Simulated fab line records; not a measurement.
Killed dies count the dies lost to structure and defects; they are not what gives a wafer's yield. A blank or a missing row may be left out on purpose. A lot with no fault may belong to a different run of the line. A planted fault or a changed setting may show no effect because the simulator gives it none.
Matching of chambers || flow n5_finfet || N5_BEOL_M0_SAQP_SPACER1_ALD_98 on ald_sin-02: 4 sister chambers
The step deposits SiO2, target thk 12.8 nm, pulse time 1 s, purge time 2 s. 14 wafers are shown with their chamber, then 7 later ones without.

## WAFERS WITH THEIR CHAMBER
{"wafer": "L079.2", "chamber": 2, "heater_power_outer_w (W)": 241, "heater_power_w (W)": 468, "precursor_pulse_height_rel": 0.991}
{"wafer": "L079.4", "chamber": 1, "heater_power_outer_w (W)": 259, "heater_power_w (W)": 460, "precursor_pulse_height_rel": 1.023}
{"wafer": "L079.5", "chamber": 3, "heater_power_outer_w (W)": 290, "heater_power_w (W)": 490, "precursor_pulse_height_rel": 1.020}
{"wafer": "L080.1", "chamber": 1, "heater_power_outer_w (W)": 259, "heater_power_w (W)": 458, "precursor_pulse_height_rel": 1.003}
{"wafer": "L080.4", "chamber": 3, "heater_power_outer_w (W)": 284, "heater_power_w (W)": 510, "precursor_pulse_height_rel": 1.032}
{"wafer": "L080.6", "chamber": 2, "heater_power_outer_w (W)": 240, "heater_power_w (W)": 473, "precursor_pulse_height_rel": 1.006}
{"wafer": "L081.3", "chamber": 0, "heater_power_outer_w (W)": 287, "heater_power_w (W)": 526, "precursor_pulse_height_rel": 1.016}
{"wafer": "L081.4", "chamber": 2, "heater_power_outer_w (W)": 239, "heater_power_w (W)": 471, "precursor_pulse_height_rel": 1.020}
{"wafer": "L081.5", "chamber": 2, "heater_power_outer_w (W)": 236, "heater_power_w (W)": 456, "precursor_pulse_height_rel": 1.023}
{"wafer": "L088.1", "chamber": 1, "heater_power_outer_w (W)": 267, "heater_power_w (W)": 445, "precursor_pulse_height_rel": 0.969}
{"wafer": "L088.4", "chamber": 0, "heater_power_outer_w (W)": 293, "heater_power_w (W)": 508, "precursor_pulse_height_rel": 0.977}
{"wafer": "L088.5", "chamber": 3, "heater_power_outer_w (W)": 283, "heater_power_w (W)": 492, "precursor_pulse_height_rel": 0.992}
{"wafer": "L092.1", "chamber": 0, "heater_power_outer_w (W)": 292, "heater_power_w (W)": 516, "precursor_pulse_height_rel": 0.996}
{"wafer": "L092.2", "chamber": 1, "heater_power_outer_w (W)": 262, "heater_power_w (W)": 455, "precursor_pulse_height_rel": 0.969}

SIGNATURES (means of the wafers above)
{"reading": "heater_power_outer_w", "chamber 0": 290.67, "chamber 1": 261.75, "chamber 2": 239.00, "chamber 3": 285.67, "scatter within a chamber": 3.26}
{"reading": "heater_power_w", "chamber 0": 516.67, "chamber 1": 454.50, "chamber 2": 467.00, "chamber 3": 497.33, "scatter within a chamber": 8.44}
{"reading": "precursor_pulse_height_rel", "chamber 0": 0.99633, "chamber 1": 0.99100, "chamber 2": 1.01000, "chamber 3": 1.01467, "scatter within a chamber": 0.0209}
Rule: a wafer lies at a distance from a chamber equal to the root of the sum of squares, over the readings, of (its reading less the chamber's mean, divided by the reading's scatter). If the next closest chamber is less than 2 further off than the closest, the wafer can't be placed; otherwise it belongs to the closest. The scatter: take each reading less its chamber's mean, square it, sum over the shown wafers, divide by the number of wafers less the number of chambers, and take the root.

## WAFERS WITH NO CHAMBER GIVEN
{"wafer": "L092.3", "heater_power_outer_w (W)": 248, "heater_power_w (W)": 458, "precursor_pulse_height_rel": 0.993}
{"wafer": "L095.1", "heater_power_outer_w (W)": 285, "heater_power_w (W)": 499, "precursor_pulse_height_rel": 0.995}
{"wafer": "L095.4", "heater_power_outer_w (W)": 247, "heater_power_w (W)": 476, "precursor_pulse_height_rel": 1.027}
{"wafer": "L095.5", "heater_power_outer_w (W)": 247, "heater_power_w (W)": 467, "precursor_pulse_height_rel": 1.024}
{"wafer": "L096.3", "heater_power_outer_w (W)": 244, "heater_power_w (W)": 468, "precursor_pulse_height_rel": 0.989}
{"wafer": "L096.4", "heater_power_outer_w (W)": 258, "heater_power_w (W)": 452, "precursor_pulse_height_rel": 0.969}
{"wafer": "L096.6", "heater_power_outer_w (W)": 261, "heater_power_w (W)": 465, "precursor_pulse_height_rel": 0.983}

## WHICH CHAMBER EACH ONE RAN IN
{"wafer": "L092.3", "from the rows above": "can't be placed: 2 or 1", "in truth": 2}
{"wafer": "L095.1", "from the rows above": "can't be placed: 3 or 0", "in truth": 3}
{"wafer": "L095.4", "from the rows above": 2, "in truth": 2}
{"wafer": "L095.5", "from the rows above": 2, "in truth": 2}
{"wafer": "L096.3", "from the rows above": 2, "in truth": 2}
{"wafer": "L096.4", "from the rows above": 1, "in truth": 1}
{"wafer": "L096.6", "from the rows above": 1, "in truth": 1}
Correctly placed: 5 of 7. Not placeable from these rows: 2 (in 2, the candidates include the true chamber). Placed wrongly: 0.
